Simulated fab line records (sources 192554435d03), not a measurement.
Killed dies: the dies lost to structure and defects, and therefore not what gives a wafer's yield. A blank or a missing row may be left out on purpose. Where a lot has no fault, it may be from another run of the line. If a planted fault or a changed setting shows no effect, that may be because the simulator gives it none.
Matching of chambers | flow n5_finfet | N5_BEOL_M6_STRIP_19 on rie_diel-03: 4 sister chambers
The step strips in O2. 18 wafers are shown with their chamber, then 9 later ones without.

== WAFERS, EACH WITH ITS CHAMBER ==
wafer  | chamber | showerhead_plenum_p_Torr (Torr) | oes_product_au (a.u.) | throttle_valve_pct (%)
L075.2 | 0       | 2.07                            | 0.72                  | 16.52
L075.5 | 3       | 2.24                            | 0.97                  | 16.48
L075.6 | 0       | 2.07                            | 0.74                  | 16.51
L078.1 | 2       | 2.10                            | 0.78                  | 16.48
L078.2 | 3       | 2.24                            | 0.95                  | 16.50
L078.5 | 2       | 2.10                            | 0.78                  | 16.47
L079.3 | 2       | 2.10                            | 0.77                  | 16.47
L079.4 | 3       | 2.23                            | 0.92                  | 16.51
L079.6 | 2       | 2.10                            | 0.77                  | 16.50
L082.2 | 1       | 2.12                            | 0.82                  | 16.46
L082.3 | 0       | 2.06                            | 0.71                  | 16.54
L082.6 | 3       | 2.24                            | 0.93                  | 16.51
L083.2 | 1       | 2.12                            | 0.82                  | 16.46
L083.5 | 3       | 2.24                            | 0.93                  | 16.50
L083.6 | 2       | 2.10                            | 0.78                  | 16.46
L086.1 | 3       | 2.23                            | 0.89                  | 16.54
L086.3 | 0       | 2.06                            | 0.72                  | 16.55
L086.5 | 3       | 2.23                            | 0.90                  | 16.56

SIGNATURES, as means of the wafers listed above
reading                  | chamber 0 | chamber 1 | chamber 2 | chamber 3 | scatter within a chamber
showerhead_plenum_p_Torr | 2.0650    | 2.1200    | 2.1000    | 2.2357    | 0.0044
oes_product_au           | 0.7225    | 0.8200    | 0.7760    | 0.9271    | 0.0192
throttle_valve_pct       | 16.5300   | 16.4600   | 16.4760   | 16.5143   | 0.0212
Rule: for each reading, subtract the chamber's mean from the wafer's reading, divide by that reading's scatter and square the result; add these up over the readings and take the root, which gives the wafer's distance from the chamber. The wafer belongs to the nearest chamber; if the next one is less than 2 further off, it can't be placed. The scatter is the square root of a quotient: the sum, over the shown wafers, of each reading's squared deviation from its chamber's mean, divided by wafers minus chambers.

== WAFERS WHOSE CHAMBER IS MISSING ==
wafer  | showerhead_plenum_p_Torr (Torr) | oes_product_au (a.u.) | throttle_valve_pct (%)
L091.2 | 2.11                            | 0.80                  | 16.51
L091.3 | 2.06                            | 0.70                  | 16.56
L091.6 | 2.11                            | 0.79                  | 16.51
L093.1 | 2.11                            | 0.80                  | 16.53
L093.3 | 2.09                            | 0.75                  | 16.54
L093.6 | 2.23                            | 0.88                  | 16.56
L097.1 | 2.09                            | 0.75                  | 16.56
L097.3 | 2.22                            | 0.86                  | 16.59
L097.5 | 2.11                            | 0.78                  | 16.54

== CHAMBER TAKEN BY EACH ==
wafer  | from the rows above     | in truth
L091.2 | can't be placed: 2 or 1 | 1
L091.3 | 0                       | 0
L091.6 | can't be placed: 2 or 1 | 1
L093.1 | can't be placed: 2 or 1 | 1
L093.3 | can't be placed: 2 or 0 | 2
L093.6 | 3                       | 3
L097.1 | can't be placed: 2 or 0 | 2
L097.3 | 3                       | 3
L097.5 | can't be placed: 2 or 1 | 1
Placed correctly: 3 of 9. Unplaceable from these rows: 6, with the true chamber sitting among the candidates in 6. 0 placed wrongly.
